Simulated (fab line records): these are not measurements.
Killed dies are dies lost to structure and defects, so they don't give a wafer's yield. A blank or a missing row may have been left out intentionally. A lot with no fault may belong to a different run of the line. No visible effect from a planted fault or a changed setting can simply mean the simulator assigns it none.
Which tool was responsible? ; flow nand_harc ; Sampling: 12 lots, 36 wafers, 5 of 1302 route steps

## WHAT THE GAUGES READ, wafer by wafer
NHARC_A_BONDPAD_THK_MEAS_20: measures by xrf. Usual: thk_nm 170.0 nm, standard deviation 1.4.
lot;measured;on;thk_nm (nm);flag
L733;day 23 09:55;film_metro-01;171.4 169.0 171.1;
L734;day 24 07:10;film_metro-01;168.9 170.9 170.9;
L735;day 24 05:57;film_metro-01;168.9 169.7 170.5;
L736;day 24 05:25;film_metro-02;169.9 170.1 169.1;
L739;day 25 18:46;film_metro-01;170.8 169.2 169.2;
L741;day 26 17:32;film_metro-02;169.8 170.7 167.3;
L742;day 26 23:02;film_metro-01;167.4 169.6 168.9;
L744;day 27 16:53;film_metro-02;171.8 169.0 172.9;
L750;day 30 20:05;film_metro-01;170.1 169.9 172.2;
L752;day 31 09:49;film_metro-01;173.9 170.3 171.2;
L755;day 33 06:38;film_metro-01;171.4 169.1 170.6;
L756;day 32 21:04;film_metro-01;171.0 170.3 168.5;

NHARC_THIN_TSV_CD_MEAS_16. Usual: cd_nm 1000.5 nm, standard deviation 1.8.
lot;measured;on;cd_nm (nm);flag
L733;day 23 23:45;cd_sem-01;1002.5 1000.0 998.3;
L734;day 24 20:32;cd_sem-01;999.1 999.2 997.8;
L735;day 24 21:31;cd_sem-01;1000.2 1004.4 999.7;
L736;day 24 19:09;cd_sem-01;999.8 1000.7 1000.9;
L739;day 26 08:13;cd_sem-03;1000.8 1000.4 999.1;
L741;day 27 10:29;cd_sem-03;1000.7 999.7 1003.6;
L742;day 27 11:41;cd_sem-03;998.0 1000.3 997.8;
L744;day 28 06:13;cd_sem-03;998.8 999.6 1002.0;
L750;day 31 08:47;cd_sem-02;1004.6 1001.0 1000.9;
L752;day 32 03:39;cd_sem-01;1000.2 1001.0 999.9;
L755;day 34 00:03;cd_sem-02;1002.4 999.9 998.1;
L756;day 33 11:52;cd_sem-02;998.5 1001.0 998.9;

NHARC_END_SORT_01. Usual: killed_at_array 52, standard deviation 17; killed_at_other 0.9, standard deviation 1.2; killed_at_periphery 3.9, standard deviation 2.7; killed_dies 57, standard deviation 16; killed_open 3.3, standard deviation 1.9; killed_short 2.5, standard deviation 1.5.
lot;measured;on;killed_at_array;killed_at_other;killed_at_periphery;killed_dies;killed_open;killed_short;flag
L742;day 28 06:49;prober-02;57 48 55;3 2 2;617 627 620;677 677 677;3 4 3;2 1 2;OFF
L744;day 28 22:32;prober-01;51 67 50;0 0 2;626 610 625;677 677 677;4 2 4;4 0 3;OFF

## TOOL THAT RAN EACH LOT (tool first, then ch and the chambers of the sampled wafers, then the start)
lot;NHARC_P_ZERO_WELL_EXPOSE_21;NHARC_A_BONDPAD_ETCH_12
L733;krf_scanner-01 ch 0, day 1 22:26;rie_diel-11 ch 1,2, day 23 09:55 or earlier
L734;krf_scanner-01 ch 0, day 2 08:11;rie_diel-09 ch 0,2,3, day 24 07:10 or earlier
L735;krf_scanner-01 ch 0, day 2 18:20;rie_diel-02 ch 1,2, day 24 05:57 or earlier
L736;krf_scanner-02 ch 0, day 3 04:21;rie_diel-02 ch 0,1, day 24 05:25 or earlier
L739;krf_scanner-01 ch 0, day 4 10:32;rie_diel-09 ch 0,2,3, day 25 18:46 or earlier
L741;krf_scanner-01 ch 0, day 5 09:07;rie_diel-09 ch 1,2,3, day 26 17:32 or earlier
L742;krf_scanner-01 ch 0, day 5 16:11;rie_diel-02 ch 0,1, day 26 23:02 or earlier
L744;krf_scanner-01 ch 0, day 6 12:28;rie_diel-11 ch 0,1,3, day 27 16:53 or earlier
L750;krf_scanner-03 ch 0, day 9 00:19;rie_diel-02 ch 1,2,3, day 30 20:05 or earlier
L752;krf_scanner-02 ch 0, day 9 20:29;rie_diel-09 ch 0,2,3, day 31 09:49 or earlier
L755;krf_scanner-03 ch 0, day 11 02:18;rie_diel-11 ch 1,2,3, day 33 06:38 or earlier
L756;krf_scanner-02 ch 0, day 11 12:20;rie_diel-09 ch 0,3, day 32 21:04 or earlier
- NHARC_P_ZERO_WELL_EXPOSE_21: exposes mask P NWELL, target cd 720 nm.
- NHARC_A_BONDPAD_ETCH_12: etches the open film in CHF3/O2, target depth 220 nm, time 110 s.

## AS READ BY THE TOOLS THEMSELVES (means over the sampled wafers that have a number; for cases with no such wafer, the mark the record gives instead)
NHARC_A_BONDPAD_ETCH_12. Usual: chamber_pressure_mTorr 25.000 mTorr, standard deviation 0.026; drypump_motor_current_A 5.5 A, standard deviation 0.39; oes_product_au 0.946 a.u., standard deviation 0.023; rf_vpp_V 370.7 V, standard deviation 2.4; showerhead_plenum_p_Torr 2.40 Torr, standard deviation 0.096; throttle_valve_pct 20.573 %, standard deviation 0.0095.
lot;tool;chamber_pressure_mTorr (mTorr);drypump_motor_current_A (A);oes_product_au (a.u.);rf_vpp_V (V);showerhead_plenum_p_Torr (Torr);throttle_valve_pct (%);flag
L733;rie_diel-11;25.022;5.7;0.925;369.5;2.37;20.570;
L734;rie_diel-09;24.993;5.3;0.961;370.0;2.36;20.578;
L735;rie_diel-02;25.007;5.1;0.928;370.6;2.39;20.568;
L736;rie_diel-02;25.006;5.5;0.925;372.7;2.48;20.580;
L739;rie_diel-09;24.992;5.3;0.974;371.0;2.36;20.584;
L741;rie_diel-09;25.022;5.6;0.972;369.8;2.38;20.583;
L742;rie_diel-02;25.004;5.2;0.933;372.7;2.47;20.575;
L744;rie_diel-11;25.014;5.5;0.971;373.1;2.47;20.575;
L750;rie_diel-02;24.999;5.5;0.924;370.3;2.39;20.572;
L752;rie_diel-09;24.996;5.3;0.970;369.9;2.36;20.569;
L755;rie_diel-11;24.991;5.6;0.926;370.6;2.42;20.566;
L756;rie_diel-09;25.010;5.2;0.953;370.5;2.40;20.566;

## THE ANSWER, worked out from the rows above alone
Rule: a lot counts as off when the mean over its wafers that have a number is more than 3 standard deviations away from the usual mean. Also off: a lot with no number at a reading for which 4 or more lots have one. The other lots that the step has rows for count as sound. After the gauges, taken in route order, come the tools' own readings; for these a lot's mean is taken, as printed above. At the first step where some lot is off, the reading lying furthest off is the one used; lots without a number count as furthest.
Off at NHARC_END_SORT_01 (killed_at_periphery): L742, L744. Neither off nor sound, because the step has no rows for them: L733, L734, L735, L736, L739, L741, L750, L752, L755, L756.
If a tool, at a process step before that reading, ran all the lots that are off and no sound lot after the first of them, it fits. Those tools and the gauges at NHARC_END_SORT_01 are tried in the same way. With no start given for some of its lots, NHARC_A_BONDPAD_ETCH_12 uses the hours and lot order of NHARC_A_BONDPAD_THK_MEAS_20. One fits: NHARC_P_ZERO_WELL_EXPOSE_21 on krf_scanner-01. It ran no sound lot before its first lot that is off in this sample, so the start can't be narrowed down.

## WHAT THE SIMULATOR HAD INSERTED
Scanner matching overlay: krf_scanner-01, from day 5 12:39 on, at NHARC_P_ZERO_WELL_EXPOSE_21. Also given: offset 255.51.
Lots struck among those shown: L742, L744. The rule above reached the same finding.
